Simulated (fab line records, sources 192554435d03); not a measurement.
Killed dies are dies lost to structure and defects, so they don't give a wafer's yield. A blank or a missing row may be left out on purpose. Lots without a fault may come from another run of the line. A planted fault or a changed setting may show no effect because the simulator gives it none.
A struck lot beside a sound one | flow n5_finfet | 34 steps out of a route of 1938
Sound: wafers L260.3, L260.4, L260.5. Struck: wafer L271.6. (L271.4, L271.5 of the same lot were not struck and are left out.) The cause comes at the end.
At each step with rows: each side's tool, then ch and its chambers, then its first start. Under that, the readings that differ: sound wafers | struck wafers | difference of the means | sigmas: that difference in standard deviations of wafers without a fault.
alike: readings whose means differ by less than 2 such deviations, and words and numbers that are the same on both sides. not compared: withheld readings, readings that some wafer has no value for, bounds like >300 that may hide the same value, and numbers for which the record gives no deviation and whose values overlap.
The two part at a step that has a row with sigmas, a row that says differs or no value, or rows on one side only. Numbers that don't overlap but have no deviation are shown without sigmas and don't part them. A reading that every wafer of one side lacks parts them only if that side has two wafers or more.

first, 10 steps without rows for these wafers: N5_BEOL_M9_TRENCH_ETCH_37 (etches SiCOH lowk in C4F6/O2, target depth 151.43 nm, time 49 s); N5_BEOL_M9_ETCH_41 (etches SiCN in CH3F/O2, target depth 36.6 nm, time 70.1 s); N5_BEOL_M9_STRIP_80 (strips in N2/H2, time 10 s); N5_BEOL_M9_HM_STRIP_39 (strips TiN in peroxide tin strip, target depth 25 nm, time 158 s); N5_BEOL_M9_SRD_40 (time 30 s); N5_BEOL_M9_PRECLEAN_42 (cleans in residue remover, time 60 s); N5_BEOL_M9_SRD_43 (time 30 s); N5_BEOL_M9_CURE_72 (cures SiCOH lowk, time 120 s); N5_BEOL_M9_DEGAS_44 (time 60 s); N5_BEOL_M9_PRE_CLEAN_45 (time 30 s).
N5_BEOL_M9_ALD_74: deposits TaN, target thk 2 nm, pulse time 2 s, purge time 3 s.
  sound on ald_metal-02 ch 0,1,2, day 11 17:46; struck on ald_metal-02 ch 0, day 14 01:08
  alike: heater_power_outer_w, heater_power_w, susceptor_temp_C
then, 22 steps without rows for these wafers: N5_BEOL_M9_SURFACE_TREAT_79; N5_BEOL_M9_CVD_78 (deposits Co from CCTBA/H2, target thk 2 nm, time 138.9 s); N5_BEOL_M9_SPUTTER_48 (material Cu, target thk 12 nm, time 2 s); N5_BEOL_M9_ECD_50 (material Cu, target thk 318 nm); N5_BEOL_M9_ANNEAL_51 (time 90 s); N5_BEOL_M9_CMP_52 (polishes, stops on SiCOH lowk, t overpolish 7 s, target thk 140 nm); N5_BEOL_M9_PRE_CLEAN_55 (time 15 s); N5_BEOL_M9_DEP_56 (deposits SiCN from 3MS/NH3, target thk 15 nm, time 26.5 s); N5_BEOL_M10_ILD_DEP_00 (deposits SiCOH lowk from DEMS/porogen, target thk 308.51 nm, time 58 s); N5_BEOL_M10_CURE_71 (cures SiCOH lowk, time 240 s); N5_BEOL_M10_PECVD_70 (deposits SiO2 from TEOS/O2, target thk 20 nm, time 22.7 s); N5_BEOL_M10_HM_DEP_02 (deposits TiN, target thk 20 nm); N5_BEOL_M10_COAT_59 (time 60 s, resist thk 100 nm); N5_BEOL_M10_COAT_60 (time 60 s, resist thk 30 nm); N5_BEOL_M10_COAT_05 (resist thk 90 nm); N5_BEOL_M10_EBR_07; N5_BEOL_M10_SOFTBAKE_06 (time 60 s); N5_BEOL_M10_EXPOSE_08 (exposes mask M10); N5_BEOL_M10_PEB_09 (peb time 60 s); N5_BEOL_M10_DEVELOP_10 (develop time 30 s); N5_BEOL_M10_DESCUM_16 (chemistry O2, time 7.9 s); N5_BEOL_M10_ETCH_61 (etches SiARC in CF4, target depth 39 nm, time 65 s).
-- the record jumps here: 3 days lie between the struck wafers' starts before and after (it left off in module BEOL_M10 and takes up again in module PASSIVATION, whose first step shown is number 1936 of the route) --
N5_PASSIVATION_PROBE_49:
  the record has rows for the struck wafers here (prober-02, day 16 22:20) and none for the sound ones

WHERE THEY PART
Only at N5_PASSIVATION_PROBE_49, within this record.

WHY: what the simulator had put in
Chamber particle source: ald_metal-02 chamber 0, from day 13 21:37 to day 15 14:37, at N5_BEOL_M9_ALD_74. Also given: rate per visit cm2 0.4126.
